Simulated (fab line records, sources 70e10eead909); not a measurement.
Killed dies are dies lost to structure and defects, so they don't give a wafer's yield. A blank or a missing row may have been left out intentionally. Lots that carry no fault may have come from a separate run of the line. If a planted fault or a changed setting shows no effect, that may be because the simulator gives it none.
fab line records	flow nand-harc
[record] lots = 12	wafers = 36	last-day = 24
route steps=1159 shown A_CHANNEL_HOLE_D1@473 A_CHANNEL_FILL_D1@495
lots that met no fault: from a run of the same line without faults
start-h: start of the lot's first displayed wafer, in hours after the record's first day	wait-h: hours since the lot's step before	" same as the row above	L1.1+2: a single row standing in for several wafers	- no value present, or no start provided	* or withheld: withheld	< > ~ a bound
route shown NAME@n: NAME is a module with steps in the file, n the number in the route of the first one	usual: average and standard deviation across the fault-free wafers	same: alike in all rows	chamber/n: place in a boat	sites: each site's reading	_std_site: how widely they spread, as a standard deviation	_edge_site: outer sites' mean less inner sites'	radius-mm: for every site, how far away it sits from the centre of the wafer	mask NAME#n: copy n	behind: the last tool/chamber to shape the wafer	hold: why the lot was held/for how many hours/how that ended	device: whichever transistor did not switch (one of n, p or np)	end of line: the route-end tests of the same wafers	step lacking rows: just its recipe	killed: count of dies lost to structure and defects at first sort (not the wafer's yield)	map: per-die view of a wafer (x killed, . not killed, _ where there is no die)
set.NAME: the setting as run; set.NAME@STEP: as run at that earlier step	model.NAME: the simulator's own value behind a step, which no gauge read
the route's steps for a sample of lots (tables are steps, rows are wafers)
services: a tool's chamber out of use, with start hour (start-h, from the record's first day; less than 0 if before it), hours out, and reason
[[steps]]
[step NHARC_A_CHANNEL_HOLE_D1_ETCH_21]
[recipe] bias-v = 3000	source-w = withheld	pressure-mtorr = 20	time-s = 514.3	ar-flow-sccm = 375	c4f8-flow-sccm = 89.3	o2-flow-sccm = 35.7	temp-c = -20	target-depth-a = 16000	chemistry = C4F8/O2/Ar
[usual] c4f8-flow-sccm = 89.29/0.26	drypump-motor-current-A = 5.86/0.22	showerhead-plenum-p-Torr = 3.64/0.058	throttle-valve-pct = 32.156/0.01
lot.wafer	tool	chamber	start-h	wait-h	c4f8-flow-sccm	drypump-motor-current-A	rf-hours-counter-h	showerhead-plenum-p-Torr	throttle-valve-pct
L445.1	har-etch-02	1	181.39	0.3	89.59	6.22	101	3.66	32.166
L445.2	"	0	"	"	90.03	5.79	101	3.58	32.158
L445.4	"	0	"	"	88.94	5.79	-	3.58	32.157
L446.3	har-etch-02	1	191.52	0.3	89.42	6.27	-	3.66	32.153
L446.4	"	0	"	"	89.33	5.79	-	3.58	32.156
L446.5	"	1	"	"	89.56	6.27	-	3.66	32.162
L449.1	har-etch-02	1	200.24	0.3	89.19	6.23	110	3.66	32.146
L449.4	"	1	"	"	89.42	6.24	-	3.66	32.168
L449.5	"	1	"	"	89.15	6.25	-	3.66	32.168
L448.2	har-etch-01	1	203.55	0.3	89.21	5.68	202	3.74	32.150
L448.4	"	1	"	"	89.70	5.70	-	3.74	32.178
L448.5	"	1	"	"	89.31	5.70	-	3.74	32.164
L450.3	har-etch-02	0	210.47	0.3	89.20	5.79	-	3.58	32.176
L450.5	"	0	"	"	89.77	5.78	-	3.58	32.149
L450.6	"	1	"	"	89.14	6.22	-	3.65	32.135
L452.2	har-etch-01	1	225.68	0.3	88.95	5.69	211	3.73	32.146
L452.3	"	1	"	"	89.20	5.71	-	3.73	32.166
L452.6	"	0	"	"	89.30	5.73	-	3.62	32.178
L453.1	har-etch-02	0	228.34	0.3	89.32	5.79	125	3.57	32.133
L453.2	"	1	"	"	89.37	6.23	125	3.65	32.141
L453.5	"	0	"	"	89.12	5.80	-	3.57	32.162
L454.2	har-etch-02	0	249.94	0.3	89.51	5.80	132	3.57	32.157
L454.1	"	1	"	"	89.20	6.23	132	3.65	32.146
L454.5	"	1	"	"	89.15	6.21	-	3.65	32.159
L456.2	har-etch-01	0	250.65	0.3	89.33	5.76	219	3.61	32.140
L456.3	"	0	"	"	89.35	5.75	-	3.61	32.161
L456.4	"	1	"	"	88.76	5.70	-	3.73	32.153
L462.2	har-etch-01	1	280.75	0.3	89.35	5.68	239	3.72	32.167
L462.4	"	1	"	"	89.34	5.71	-	3.72	32.168
L462.5	"	1	"	"	89.26	5.70	-	3.72	32.157
L464.1	har-etch-02	1	296.25	0.3	89.47	6.25	152	3.64	32.140
L464.4	"	1	"	"	89.50	6.24	-	3.64	32.146
L464.6	"	1	"	"	89.42	6.25	-	3.64	32.159
L465.1	har-etch-01	1	296.71	0.3	89.01	5.70	247	3.71	32.163
L465.4	"	1	"	"	89.37	5.70	-	3.71	32.161
L465.6	"	0	"	"	89.07	5.75	-	3.60	32.173
[step NHARC_A_CHANNEL_HOLE_D1_ETCH_24]
[recipe] bias-v = 5000	source-w = withheld	pressure-mtorr = 20	time-s = 906.2	ar-flow-sccm = 375	c4f8-flow-sccm = 93.8	o2-flow-sccm = 31.2	temp-c = -20	target-depth-a = 15000	chemistry = C4F8/O2/Ar
[usual] c4f8-flow-sccm = 93.79/0.29	drypump-motor-current-A = 5.86/0.22	showerhead-plenum-p-Torr = 3.63/0.058	throttle-valve-pct = 32.235/0.0095
lot.wafer	tool	chamber	start-h	wait-h	c4f8-flow-sccm	drypump-motor-current-A	rf-hours-counter-h	showerhead-plenum-p-Torr	throttle-valve-pct
L445.1	har-etch-02	1	183.09	0.6	94.02	6.25	103	3.66	32.238
L445.2	"	0	"	"	93.76	5.79	103	3.58	32.258
L445.4	"	0	"	"	94.41	5.81	-	3.58	32.223
L446.3	har-etch-02	1	193.33	0.6	93.08	6.22	-	3.66	32.219
L446.4	"	0	"	"	93.88	5.79	-	3.58	32.239
L446.5	"	1	"	"	93.88	6.28	-	3.66	32.231
L449.1	har-etch-02	1	201.95	0.6	93.99	6.23	112	3.65	32.231
L449.4	"	1	"	"	93.71	6.24	-	3.65	32.236
L449.5	"	1	"	"	93.97	6.23	-	3.65	32.234
L448.2	har-etch-01	1	205.26	0.6	93.78	5.69	204	3.73	32.222
L448.4	"	1	"	"	93.82	5.68	-	3.73	32.246
L448.5	"	1	"	"	93.63	5.68	-	3.73	32.240
L450.3	har-etch-02	0	212.29	0.6	93.52	5.80	-	3.57	32.232
L450.5	"	0	"	"	93.80	5.79	-	3.57	32.245
L450.6	"	1	"	"	93.57	6.23	-	3.65	32.222
L452.2	har-etch-01	1	227.37	0.6	93.69	5.69	212	3.73	32.250
L452.3	"	1	"	"	93.93	5.69	-	3.73	32.218
L452.6	"	0	"	"	93.74	5.72	-	3.61	32.233
L453.1	har-etch-02	0	230.06	0.6	93.91	5.80	127	3.57	32.226
L453.2	"	1	"	"	93.12	6.22	127	3.64	32.249
L453.5	"	0	"	"	93.87	5.78	-	3.57	32.255
L454.2	har-etch-02	0	251.66	0.6	93.69	5.81	134	3.56	32.218
L454.1	"	1	"	"	93.66	6.23	134	3.64	32.236
L454.5	"	1	"	"	93.95	6.21	-	3.64	32.231
L456.2	har-etch-01	0	252.34	0.6	93.61	5.73	221	3.61	32.229
L456.3	"	0	"	"	93.58	5.72	-	3.61	32.250
L456.4	"	1	"	"	93.26	5.72	-	3.72	32.254
L462.2	har-etch-01	1	282.45	0.6	94.12	5.68	241	3.71	32.231
L462.4	"	1	"	"	93.79	5.70	-	3.71	32.231
L462.5	"	1	"	"	93.81	5.69	-	3.71	32.224
L464.1	har-etch-02	1	297.95	0.6	93.59	6.21	154	3.63	32.235
L464.4	"	1	"	"	93.66	6.22	-	3.63	32.225
L464.6	"	1	"	"	94.63	6.24	-	3.63	32.247
L465.1	har-etch-01	1	298.42	0.6	93.81	5.69	249	3.71	32.228
L465.4	"	1	"	"	93.53	5.69	-	3.71	32.242
L465.6	"	0	"	"	93.78	5.73	-	3.59	32.245
[step NHARC_A_CHANNEL_FILL_D1_ALD_15]
[recipe] target-thk-a = 20	pulse-time-s = 60	ald-cycles = 19	temp-c = 630	pressure-torr = 2	material = SiNx
[usual] ald-cycles = 19/0	precursor-pulse-height-rel = 0.996/0.02
[same] pulse-time-s = 60
lot.wafer	tool	chamber	start-h	wait-h	ald-cycles	precursor-pulse-height-rel
L445.1	ald-sin-batch-03	0	195.20	-	19	1.011
L445.2	"	0	"	"	19	0.970
L445.4	"	0	"	"	19	0.973
L446.3	ald-sin-batch-01	0	206.99	-	19	1.013
L446.4	"	0	"	"	19	0.977
L446.5	"	0	"	"	19	0.973
L449.1	ald-sin-batch-01	0	215.21	-	19	1.005
L449.4	"	0	"	"	19	0.986
L449.5	"	0	"	"	19	0.982
L448.2	ald-sin-batch-01	0	222.16	-	19	1.027
L448.4	"	0	"	"	19	0.987
L448.5	"	0	"	"	19	1.008
L450.3	ald-sin-batch-03	0	225.97	-	19	1.018
L450.5	"	0	"	"	19	0.970
L450.6	"	0	"	"	19	0.992
L452.2	ald-sin-batch-02	0	239.87	-	19	0.988
L452.3	"	0	"	"	19	1.015
L452.6	"	0	"	"	19	0.992
L453.1	ald-sin-batch-03	0	246.02	-	19	1.025
L453.2	"	0	"	"	19	0.957
L453.5	"	0	"	"	19	1.018
L454.1	ald-sin-batch-02	0	265.53	-	19	1.006
L454.2	"	0	"	"	19	0.997
L454.5	"	0	"	"	19	0.990
L456.2	ald-sin-batch-02	0	265.53	-	19	0.986
L456.3	"	0	"	"	19	1.015
L456.4	"	0	"	"	19	1.014
L462.2	ald-sin-batch-02	0	296.72	-	19	1.010
L462.4	"	0	"	"	19	0.988
L462.5	"	0	"	"	19	0.982
L464.1	ald-sin-batch-02	0	315.52	-	24	1.001
L464.4	"	0	"	"	24	0.966
L464.6	"	0	"	"	24	0.978
L465.1	ald-sin-batch-02	0	315.52	-	24	0.967
L465.4	"	0	"	"	24	0.983
L465.6	"	0	"	"	24	1.001
[step NHARC_A_CHANNEL_FILL_D1_STRIP_28]
[recipe] time-s = 20	o2-flow-sccm = 500	ar-flow-sccm = 0	bias-w = 0	chemistry = O2
[usual] drypump-motor-current-A = 5.6/0.38	oes-product-au = 1.000/0.013	rf-vpp-V = 57.9/1.1	showerhead-plenum-p-Torr = 3.59/0.11	throttle-valve-pct = 17.037/0.0088
lot.wafer	tool	chamber	start-h	wait-h	drypump-motor-current-A	oes-product-au	rf-hours-counter-h	rf-vpp-V	showerhead-plenum-p-Torr	throttle-valve-pct
L445.4	rie-diel-03	2	209.27	0.1	5.7	0.977	4	58.3	3.63	17.020
L445.2	"	0	"	"	6.0	0.990	4	57.7	3.46	17.043
L445.1	"	1	"	"	5.8	0.960	4	58.2	3.49	17.050
L446.4	rie-diel-10	0	223.91	0.1	5.7	0.992	2	57.1	3.50	17.033
L446.3	"	1	"	"	5.8	1.011	2	57.6	3.59	17.015
L446.5	"	3	"	"	5.6	1.006	-	58.0	3.62	17.053
L449.4	rie-diel-03	2	229.08	0.1	5.7	0.991	0	57.9	3.63	17.053
L449.1	"	0	"	"	5.9	1.004	0	57.8	3.46	17.038
L449.5	"	2	"	"	5.7	0.980	-	57.7	3.63	17.030
L448.4	rie-diel-10	1	236.29	0.1	5.8	1.015	2	58.9	3.59	17.044
L448.2	"	3	"	"	5.6	1.008	2	59.2	3.62	17.043
L448.5	"	2	"	"	5.5	1.018	-	57.5	3.63	17.030
L450.3	rie-diel-03	2	241.51	0.1	5.7	0.988	0	58.6	3.63	17.042
L450.5	"	2	"	"	5.7	0.989	-	57.5	3.63	17.042
L450.6	"	3	"	"	4.8	1.013	-	58.3	3.80	17.037
L452.3	rie-diel-10	3	254.60	0.1	5.6	1.006	3	57.7	3.62	17.036
L452.2	"	1	"	"	5.8	1.008	3	57.8	3.59	17.050
L452.6	"	3	"	"	5.6	1.004	-	58.2	3.62	17.049
L453.2	rie-diel-10	2	260.57	0.1	5.5	0.994	3	56.8	3.63	17.036
L453.1	"	3	"	"	5.6	1.007	3	60.1	3.62	17.032
L453.5	"	0	"	"	5.7	0.979	-	58.7	3.50	17.027
L454.1	rie-diel-03	3	280.35	0.1	4.8	1.014	1	57.1	3.80	17.023
L454.2	"	0	"	"	6.0	1.005	1	57.2	3.46	17.041
L454.5	"	1	"	"	5.8	0.984	-	56.8	3.49	17.036
L456.2	rie-diel-10	1	280.37	0.1	5.8	1.025	4	57.9	3.59	17.024
L456.3	"	3	"	"	5.6	1.007	3	58.2	3.62	17.040
L456.4	"	1	"	"	5.8	1.012	-	58.3	3.59	17.037
L462.2	rie-diel-03	1	311.91	0.1	5.8	0.991	2	56.2	3.49	17.035
L462.4	"	3	"	"	4.8	1.019	2	57.9	3.80	17.036
L462.5	"	2	"	"	5.7	0.989	-	57.4	3.63	17.019
L465.4	rie-diel-10	0	331.41	0.1	5.7	0.989	6	57.0	3.50	17.033
L465.1	"	2	"	"	5.5	1.002	5	57.7	3.63	17.036
L465.6	"	1	"	"	5.8	1.016	-	57.3	3.59	17.031
L464.1	rie-diel-03	0	331.41	0.1	6.0	1.012	2	59.0	3.46	17.045
L464.4	"	3	"	"	4.8	1.023	2	58.0	3.80	17.019
L464.6	"	0	"	"	6.0	1.027	-	57.1	3.46	17.038
[[services]]
tool	chamber	start-h	hours	kind
rie-diel-03	0	169.80	-	clean
rie-diel-03	1	169.80	-	clean
rie-diel-03	2	169.80	-	clean
rie-diel-03	3	169.80	-	clean
rie-diel-10	-	176.50	9.0	pm
rie-diel-10	0	176.50	9.0	vent-cycle
rie-diel-10	1	176.50	9.0	vent-cycle
rie-diel-10	2	176.50	9.0	vent-cycle
rie-diel-03	1	184.57	1.3	repair
rie-diel-03	-	215.30	9.0	pm
rie-diel-03	3	271.13	2.5	repair
rie-diel-10	3	271.37	7.3	repair
rie-diel-10	2	276.02	11.2	repair
rie-diel-03	2	293.73	11.7	repair
har-etch-02	-	303.85	1.7	repair
har-etch-01	-	305.00	17.0	pm
har-etch-01	0	305.00	17.0	vent-cycle
har-etch-01	1	305.00	17.0	vent-cycle
ald-sin-batch-03	-	314.00	26.0	pm
har-etch-01	0	322.00	-	clean
har-etch-01	0	322.00	-	consumable-replace:focus-ring
har-etch-01	1	322.00	-	clean
har-etch-01	1	322.00	-	consumable-replace:focus-ring
har-etch-02	-	330.15	1.8	repair
[[key]]
[first-sign] step = NHARC_A_CHANNEL_FILL_D1_ALD_15	reading = ald-cycles	direction = up	sigmas = 99+	usual = 19	struck = 24
effect none on later readings
met-at NHARC_A_CHANNEL_FILL_D1_ALD_15
struck-lots L464,L465
tester-left-out L464,L465
not-acting-at NHARC_A_CHANNEL_HOLE_D1_ETCH_21,NHARC_A_CHANNEL_HOLE_D1_ETCH_24,NHARC_A_CHANNEL_FILL_D1_STRIP_28
onset-between 296.72 315.52
[fault] kind = process-parameter-drift	tool = ald-sin-batch-02	chamber = -	onset-h = 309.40	steps = NHARC_A_CHANNEL_FILL_D1_ALD_15	channel = ald-cycles	offset = 5	shape = step	end-h = 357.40	acts-in = these-recipes-only	stated = 19
// tester-left-out: of these lots the tester's yield and bins aren't shown, on N5 and GAA mostly nor the transistor test; their killed dies are dies lost to structure and defects alone, not to doping, threshold or leakage, so they don't give the yield
